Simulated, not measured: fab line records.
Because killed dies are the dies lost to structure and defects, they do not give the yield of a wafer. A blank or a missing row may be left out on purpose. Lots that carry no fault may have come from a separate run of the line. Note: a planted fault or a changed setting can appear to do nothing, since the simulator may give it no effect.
fab line records -- flow n5_finfet
record lots=10, wafers=30, last_day=18
route steps=1938 shown BEOL_M0_SAQP@633 BEOL_M4@1111
lots that met no fault: from a run of the same line without faults
start_h: hours from the record's opening day to when the first of the lot's shown wafers began -- wait_h: time in hours since the lot's previous step -- " the same as in the row above -- L1.1+2: several wafers, shown together as one row -- - no value, or no start was given -- * or withheld: withheld -- < > ~ a bound
route shown NAME@n: NAME is a module with steps in the file, n the number in the route of the first one -- usual: mean and standard deviation over wafers with no fault -- same: alike in all rows -- chamber/n: place in a boat -- sites: each site's reading -- _std_site: standard deviation of those values -- _edge_site: the outer-site mean with the inner-site mean subtracted -- radius_mm: for every site, how far away it sits from the centre of the wafer -- mask NAME#n: copy n -- behind: the last tool/chamber to shape the wafer -- hold: what put the lot on hold/how long, in hours/how the hold closed -- device: names the non-switching transistor (n, p or np) -- end of line: tests run on the same wafers once the route is complete -- where a step has no rows: the recipe by itself -- killed: the dies lost at the first sort to structure and to defects; this is not the yield of the wafer -- map: dies across one wafer; x = killed, . = not, _ = none there
set.NAME: the setting that was run; set.NAME@STEP: the one run at that earlier step -- model.NAME: the simulator's own value behind a step, which no gauge read
route steps across a sampled set of lots; one table per step, one row per wafer
services: the hour from which a tool's chamber was out of use, counted from the record's first day as start_h (under 0 if before that day), plus the number of hours and why
## steps
# step N5_BEOL_M0_SAQP_ILD_DEP_01
# recipe material=SiOC, target_thk_a=454.19, temp_c=350, precursor=DEMS/O2, pressure_torr=5, rf_w=500, time_s=8.7
# usual heater_power_w=482/59, showerhead_plenum_p_Torr=5.692/0.017, susceptor_temp_C=350.02/0.21, throttle_valve_pct=11.9/0.65
lot.wafer,tool,chamber,start_h,wait_h,heater_power_w,showerhead_plenum_p_Torr,susceptor_temp_C,throttle_valve_pct
L952.2,pecvd-02,0,125.40,0.0,457,5.718,349.80,13.0
L952.3,pecvd-02,1,125.40,0.0,383,5.683,349.90,11.9
L952.5,pecvd-02,1,125.40,0.0,384,5.692,350.06,11.8
L953.2,pecvd-04,1,128.39,0.0,515,5.704,350.24,12.5
L953.3,pecvd-04,0,128.39,0.0,525,5.705,350.12,12.0
L953.4,pecvd-04,2,128.39,0.0,469,5.649,350.07,10.9
L954.1,pecvd-04,0,140.31,0.0,519,5.703,350.51,12.1
L954.2,pecvd-04,1,140.31,0.0,438,5.708,349.99,12.8
L954.5,pecvd-04,2,140.31,0.0,512,5.661,350.31,11.1
L956.3,pecvd-04,2,149.67,0.0,442,5.670,350.22,11.2
L956.4,pecvd-04,0,149.67,0.0,483,5.692,350.41,11.9
L956.6,pecvd-04,1,149.67,0.0,481,5.703,349.50,12.4
L961.1,pecvd-04,2,181.19,0.0,433,5.684,350.06,11.1
L961.5,pecvd-04,1,181.19,0.0,504,5.693,350.19,12.6
L961.6,pecvd-04,2,181.19,0.0,454,5.683,349.83,10.8
L963.1,pecvd-04,1,194.33,0.0,460,5.694,349.97,12.5
L963.3,pecvd-04,2,194.33,0.0,492,5.664,350.05,11.1
L963.5,pecvd-04,1,194.33,0.0,458,5.700,350.04,12.4
L964.1,pecvd-01,1,197.32,0.0,609,5.722,349.73,12.5
L964.2,pecvd-01,2,197.32,0.0,455,5.668,350.26,12.3
L964.3,pecvd-01,0,197.32,0.0,455,5.689,350.01,12.5
L966.2,pecvd-02,0,212.71,0.0,516,5.718,350.27,12.9
L966.3,pecvd-02,2,212.71,0.0,365,5.660,350.00,11.3
L966.5,pecvd-02,0,212.71,0.0,517,5.725,350.12,13.0
L970.1,pecvd-01,2,227.71,0.0,450,5.672,349.69,12.2
L970.3,pecvd-01,1,227.71,0.0,606,5.696,350.04,12.4
L970.5,pecvd-01,0,227.71,0.0,488,5.705,350.13,12.5
L972.2,pecvd-02,0,242.61,0.0,485,5.716,350.07,12.7
L972.3,pecvd-02,1,242.61,0.0,434,5.666,350.02,11.5
L972.5,pecvd-02,2,242.61,0.0,419,5.679,349.96,11.4
# step N5_BEOL_M0_SAQP_PECVD_03
# recipe material=SiCN, target_thk_a=120, temp_c=withheld, precursor=3MS/NH3, pressure_torr=3, rf_w=202, time_s=21.1
# usual showerhead_plenum_p_Torr=3.660/0.015, throttle_valve_pct=9.1/0.5
lot.wafer,tool,chamber,start_h,wait_h,showerhead_plenum_p_Torr,throttle_valve_pct
L952.2,pecvd-04,2,126.90,0.1,3.654,8.5
L952.3,pecvd-04,0,126.90,0.1,3.667,9.0
L952.5,pecvd-04,0,126.90,0.1,3.677,9.1
L953.2,pecvd-01,0,128.76,0.1,3.671,9.4
L953.3,pecvd-01,2,128.76,0.1,3.660,8.9
L953.4,pecvd-01,2,128.76,0.1,3.659,9.1
L954.1,pecvd-01,1,144.10,0.1,3.665,9.7
L954.2,pecvd-01,2,144.10,0.1,3.639,9.1
L954.5,pecvd-01,1,144.10,0.1,3.672,9.4
L956.3,pecvd-02,0,150.91,0.1,3.680,9.8
L956.4,pecvd-02,1,150.91,0.1,3.649,8.9
L956.6,pecvd-02,0,150.91,0.1,3.676,9.6
L961.1,pecvd-02,2,182.16,0.1,3.649,8.6
L961.5,pecvd-02,1,182.16,0.1,3.643,8.7
L961.6,pecvd-02,2,182.16,0.1,3.644,8.5
L963.1,pecvd-01,1,196.89,0.1,3.672,9.5
L963.3,pecvd-01,2,196.89,0.1,3.654,9.4
L963.5,pecvd-01,0,196.89,0.1,3.671,9.0
L964.1,pecvd-01,2,197.93,0.1,3.651,9.2
L964.2,pecvd-01,1,197.93,0.1,3.674,9.5
L964.3,pecvd-01,0,197.93,0.1,3.667,9.6
L966.2,pecvd-02,1,213.46,0.1,3.655,8.8
L966.3,pecvd-02,2,213.46,0.1,3.647,8.6
L966.5,pecvd-02,1,213.46,0.1,3.651,8.5
L970.1,pecvd-02,1,228.65,0.1,3.652,8.9
L970.3,pecvd-02,0,228.65,0.1,3.675,9.9
L970.5,pecvd-02,0,228.65,0.1,3.689,9.8
L972.2,pecvd-04,2,244.35,0.1,3.651,8.2
L972.3,pecvd-04,0,244.35,0.1,3.682,8.8
L972.5,pecvd-04,1,244.35,0.1,3.668,9.5
# step N5_BEOL_M0_SAQP_SPACER1_ALD_98
# recipe material=SiO2, target_thk_a=128, temp_c=300, ald_precursor_family=BDEAS, ald_co_reactant=O2-plasma, pulse_time_s=1, purge_time_s=2, co_reactant_purge_time_s=2, ald_cycles=138, pressure_torr=2
# usual heater_power_w=492/45, precursor_pulse_height_rel=1.000/0.018, susceptor_temp_C=300.02/0.19
lot.wafer,tool,chamber,start_h,wait_h,heater_power_w,precursor_pulse_height_rel,susceptor_temp_C
L952.2,ald_sin-02,0,128.55,0.4,460,0.974,299.84
L952.3,ald_sin-02,1,128.55,0.4,433,1.001,300.12
L952.5,ald_sin-02,3,128.55,0.4,547,1.006,299.94
L953.2,ald_sin-03,0,130.81,0.6,466,1.007,300.28
L953.3,ald_sin-03,3,130.81,0.6,508,0.971,300.31
L953.4,ald_sin-03,1,130.81,0.6,566,1.000,300.30
L954.1,ald_sin-02,3,146.71,0.8,577,0.996,300.21
L954.2,ald_sin-02,0,146.71,0.8,467,0.982,299.72
L954.5,ald_sin-02,3,146.71,0.8,552,1.005,299.77
L956.3,ald_sin-02,2,152.94,0.5,468,1.005,300.56
L956.4,ald_sin-02,3,152.94,0.5,569,1.013,299.84
L956.6,ald_sin-02,1,152.94,0.5,439,0.990,300.03
L961.1,ald_sin-02,1,183.83,0.3,440,0.996,300.06
L961.5,ald_sin-02,2,183.83,0.3,477,1.003,299.91
L961.6,ald_sin-02,3,183.83,0.3,570,0.992,299.88
L963.1,ald_sin-02,0,198.58,0.3,459,0.980,300.02
L963.3,ald_sin-02,3,198.58,0.3,549,1.000,300.27
L963.5,ald_sin-02,3,198.58,0.3,558,0.982,299.97
L964.1,ald_sin-02,1,199.63,0.3,442,0.982,300.05
L964.2,ald_sin-02,0,199.63,0.3,470,0.978,300.18
L964.3,ald_sin-02,2,199.63,0.3,470,0.985,300.08
L966.2,ald_sin-01,1,215.72,0.5,434,1.013,299.88
L966.3,ald_sin-01,2,215.72,0.5,493,1.022,299.79
L966.5,ald_sin-01,1,215.72,0.5,442,0.982,299.63
L970.1,ald_sin-02,1,230.19,0.3,429,1.020,299.75
L970.3,ald_sin-02,3,230.19,0.3,571,1.006,299.66
L970.5,ald_sin-02,1,230.19,0.3,430,0.977,299.92
L972.2,ald_sin-02,0,246.30,0.3,463,1.030,300.37
L972.3,ald_sin-02,3,246.30,0.3,567,1.035,299.93
L972.5,ald_sin-02,1,246.30,0.3,433,1.022,299.92
# step N5_BEOL_M0_SAQP_COAT_105
# recipe resist=SOC, temp_c=250, time_s=60, spin_rpm=1500, resist_thk_nm=100
# usual spin_speed_rpm=1500.0/1
lot.wafer,tool,chamber,start_h,wait_h,spin_speed_rpm
L952.2,litho_track-02,0,129.88,0.3,1501.0
L952.3,litho_track-02,0,129.88,0.3,1500.6
L952.5,litho_track-02,0,129.88,0.3,1499.9
L953.2,litho_track-03,0,132.27,0.3,1500.1
L953.3,litho_track-03,0,132.27,0.3,1500.5
L953.4,litho_track-03,0,132.27,0.3,1499.4
L954.1,litho_track-05,0,148.02,0.3,1500.8
L954.2,litho_track-05,0,148.02,0.3,1501.1
L954.5,litho_track-05,0,148.02,0.3,1501.2
L956.3,litho_track-02,0,154.50,0.2,1500.3
L956.4,litho_track-02,0,154.50,0.2,1499.7
L956.6,litho_track-02,0,154.50,0.2,1500.0
L961.1,litho_track-05,0,185.15,0.3,1499.0
L961.5,litho_track-05,0,185.15,0.3,1499.8
L961.6,litho_track-05,0,185.15,0.3,1498.6
L963.1,litho_track-05,0,199.99,0.3,1218.9
L963.3,litho_track-05,0,199.99,0.3,1219.7
L963.5,litho_track-05,0,199.99,0.3,1218.9
L964.1,litho_track-05,0,201.05,0.3,1217.5
L964.2,litho_track-05,0,201.05,0.3,1216.7
L964.3,litho_track-05,0,201.05,0.3,1215.7
L966.2,litho_track-02,0,217.19,0.3,1500.8
L966.3,litho_track-02,0,217.19,0.3,1500.2
L966.5,litho_track-02,0,217.19,0.3,1501.1
L970.1,litho_track-02,0,231.52,0.3,1499.1
L970.3,litho_track-02,0,231.52,0.3,1501.8
L970.5,litho_track-02,0,231.52,0.3,1499.5
L972.2,litho_track-02,0,247.62,0.3,1500.7
L972.3,litho_track-02,0,247.62,0.3,1501.1
L972.5,litho_track-02,0,247.62,0.3,1500.2
# step N5_BEOL_M4_RC_MEAS_101
# usual DIBL_N=36.5/1.4, DIBL_P=36.9/1.7, IOFF_N=0.163/0.023, IOFF_P=0.22/0.032, ION_N=673/9, ION_P=462/7.5, SS_N=71.6/0.54, SS_P=73.4/0.62, VT_N=249.8/2.8, VT_P=-250/3.5
lot.wafer,tool,chamber,start_h,wait_h,DIBL_N[mV/V],DIBL_P[mV/V],IOFF_N[nA/um],IOFF_P[nA/um],ION_N[uA/um],ION_P[uA/um],SS_N[mV/dec],SS_P[mV/dec],VT_N[mV],VT_P[mV]
L952.2,prober-01,0,186.04,0.2,36.1,37.5,0.159,0.23,674,469,71.1,73.0,248.9,-247
L952.3,prober-01,0,186.04,0.2,37.7,39.1,0.190,0.27,678,469,71.6,73.6,249.7,-248
L952.5,prober-01,0,186.04,0.2,35.5,36.7,0.152,0.22,677,471,71.4,73.6,253.0,-252
L953.2,prober-01,0,188.16,0.2,37.6,36.9,0.182,0.29,679,470,71.9,72.8,247.3,-242
L953.3,prober-01,0,188.16,0.2,37.0,35.2,0.159,0.25,663,466,72.1,73.0,249.2,-245
L953.4,prober-01,0,188.16,0.2,36.0,35.0,0.147,0.25,675,472,71.5,72.7,251.0,-243
L954.1,prober-02,0,210.53,0.0,37.1,37.7,0.158,0.21,673,458,71.7,73.4,250.3,-253
L954.2,prober-02,0,210.53,0.0,38.0,39.2,0.177,0.23,682,465,71.6,73.7,247.7,-250
L954.5,prober-02,0,210.53,0.0,38.9,40.3,0.197,0.26,686,460,72.0,74.4,247.2,-249
L956.3,prober-01,0,210.98,0.3,36.0,35.8,0.153,0.19,673,455,72.0,73.9,249.3,-253
L956.4,prober-01,0,210.98,0.3,37.8,37.9,0.184,0.22,667,450,72.8,73.8,247.4,-251
L956.6,prober-01,0,210.98,0.3,37.8,37.7,0.179,0.21,684,457,72.0,73.6,245.8,-253
L961.1,prober-02,0,245.61,0.0,37.6,38.3,0.190,0.26,675,466,71.9,73.5,247.7,-248
L961.5,prober-02,0,245.61,0.0,35.4,34.8,0.134,0.19,655,447,70.7,72.7,255.9,-253
L961.6,prober-02,0,245.61,0.0,36.4,36.9,0.165,0.23,686,467,71.2,73.6,248.5,-251
L964.1,prober-01,0,250.54,0.0,37.3,38.5,0.196,0.24,682,462,71.8,74.2,245.1,-249
L964.2,prober-01,0,250.54,0.0,38.3,39.0,0.204,0.25,694,464,71.9,74.2,244.8,-248
L964.3,prober-01,0,250.54,0.0,36.1,36.6,0.161,0.22,687,469,70.9,74.0,248.7,-249
L963.1,prober-02,0,258.78,0.0,36.8,37.7,0.165,0.23,676,463,71.1,74.2,250.1,-249
L963.3,prober-02,0,258.78,0.0,38.4,39.3,0.190,0.27,678,470,71.7,73.5,249.8,-246
L963.5,prober-02,0,258.78,0.0,37.9,38.4,0.181,0.25,676,468,71.4,73.5,249.2,-249
L966.2,prober-02,0,276.68,0.2,36.8,38.5,0.174,0.21,686,462,71.9,73.5,247.8,-251
L966.3,prober-02,0,276.68,0.2,36.8,38.7,0.182,0.24,684,470,71.7,73.6,248.8,-248
L966.5,prober-02,0,276.68,0.2,37.8,40.1,0.198,0.25,688,467,72.4,73.6,244.6,-246
L972.2,prober-02,0,303.82,0.2,37.3,36.0,0.184,0.25,675,464,71.8,73.7,246.7,-246
L972.3,prober-02,0,303.82,0.2,38.3,37.0,0.213,0.29,673,460,71.7,74.9,245.4,-246
L972.5,prober-02,0,303.82,0.2,37.7,35.6,0.183,0.25,673,462,72.7,74.1,249.9,-247
L970.1,prober-01,0,307.65,0.0,32.4,32.4,0.116,0.17,662,457,70.1,72.2,252.3,-253
L970.3,prober-01,0,307.65,0.0,33.6,34.1,0.125,0.18,672,472,70.4,72.7,252.2,-251
L970.5,prober-01,0,307.65,0.0,33.5,33.6,0.126,0.17,670,458,70.2,72.0,247.5,-254
## services
tool,chamber,start_h,hours,kind
ald_sin-03,-,126.31,2.5,repair
pecvd-01,0,142.94,2.1,scheduled_down
ald_sin-01,3,144.39,2.6,repair
pecvd-04,1,147.43,2.1,scheduled_down
pecvd-01,-,160.29,28.1,pm
ald_sin-01,-,177.73,14.0,pm
ald_sin-01,0,177.73,14.0,vent_cycle
ald_sin-01,1,177.73,18.1,vent_cycle
ald_sin-01,2,177.73,14.0,vent_cycle
ald_sin-01,3,177.73,14.0,vent_cycle
pecvd-02,0,186.26,5.5,scheduled_down
ald_sin-01,0,191.73,-,clean
ald_sin-01,2,191.73,-,clean
ald_sin-01,3,191.73,-,clean
pecvd-02,1,199.61,2.1,scheduled_down
litho_track-02,-,208.69,-,consumable_replace:filter
pecvd-02,0,210.02,2.1,scheduled_down
ald_sin-03,2,216.08,16.4,repair
pecvd-04,-,221.49,0.8,repair
pecvd-04,-,225.70,4.3,pm
ald_sin-02,2,226.08,7.9,repair
ald_sin-01,2,243.11,20.8,repair
## key
first_sign step=N5_BEOL_M0_SAQP_COAT_105, reading=spin_speed_rpm, direction=down, sigmas=99+, usual=*, struck=*
effect none on later readings
met_at N5_BEOL_M0_SAQP_COAT_105
struck_lots L963,L964
not_acting_at N5_BEOL_M0_SAQP_ILD_DEP_01,N5_BEOL_M0_SAQP_PECVD_03,N5_BEOL_M0_SAQP_SPACER1_ALD_98
onset_between 185.15 199.99
fault kind=process_parameter_drift, tool=litho_track-05, chamber=-, onset_h=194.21, steps=N5_BEOL_M0_SAQP_COAT_105, channel=spin_rpm, offset=*, shape=step, end_h=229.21, acts_in=*, stated=*
